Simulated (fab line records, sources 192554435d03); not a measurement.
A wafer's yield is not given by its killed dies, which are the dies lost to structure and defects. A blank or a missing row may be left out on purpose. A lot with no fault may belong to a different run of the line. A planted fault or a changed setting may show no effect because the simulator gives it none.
Chamber matching ; flow n5_finfet ; cvd_co-02 running N5_BEOL_M5_CVD_47: 3 sister chambers
The step deposits Co from CCTBA/H2, target thk 3 nm, time 216 s. 6 wafers are shown with their chamber, then 7 later ones without.

WAFERS PAIRED WITH THEIR CHAMBERS
wafer;chamber;run_length_s (s);chamber_pressure_Torr (Torr)
L506.4;2;239.6;29.96
L508.1;0;239.3;30.00
L510.3;2;238.9;30.17
L510.5;1;238.6;29.98
L519.1;0;239.4;30.00
L519.3;1;238.9;29.97

WAFERS WITH NO CHAMBER GIVEN
wafer;run_length_s (s);chamber_pressure_Torr (Torr)
L519.5;239.2;30.11
L521.3;239.0;30.00
L521.4;239.1;29.98
L521.6;238.9;30.07
L523.3;238.4;30.01
L523.5;238.5;29.98
L523.6;238.9;29.98

THE CHAMBER EACH PASSED THROUGH
wafer;from the rows above;in truth
L519.5;can't be placed: 2 or 0 or 1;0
L521.3;can't be placed: 1 or 2 or 0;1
L521.4;can't be placed: 0 or 2 or 1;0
L521.6;can't be placed: 2 or 1 or 0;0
L523.3;can't be placed: 1 or 2 or 0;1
L523.5;can't be placed: 1 or 2 or 0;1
L523.6;can't be placed: 1 or 0 or 2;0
Correct placement for 0 of the 7. From these rows, 7 cannot be placed; in 7 the true chamber is one of the candidates. Placed wrongly: 0.
How it was worked out, from the rows above alone: a wafer's distance from a chamber is the root of the sum, over the readings, of the square of ((its reading less the chamber's mean) divided by the reading's scatter). If the next closest chamber is less than 2 further off than the closest, the wafer can't be placed; otherwise it belongs to the closest. A chamber's mean is the mean of its shown wafers. The scatter is the square root of a quotient: the sum, over the shown wafers, of each reading's squared deviation from its chamber's mean, divided by wafers minus chambers.
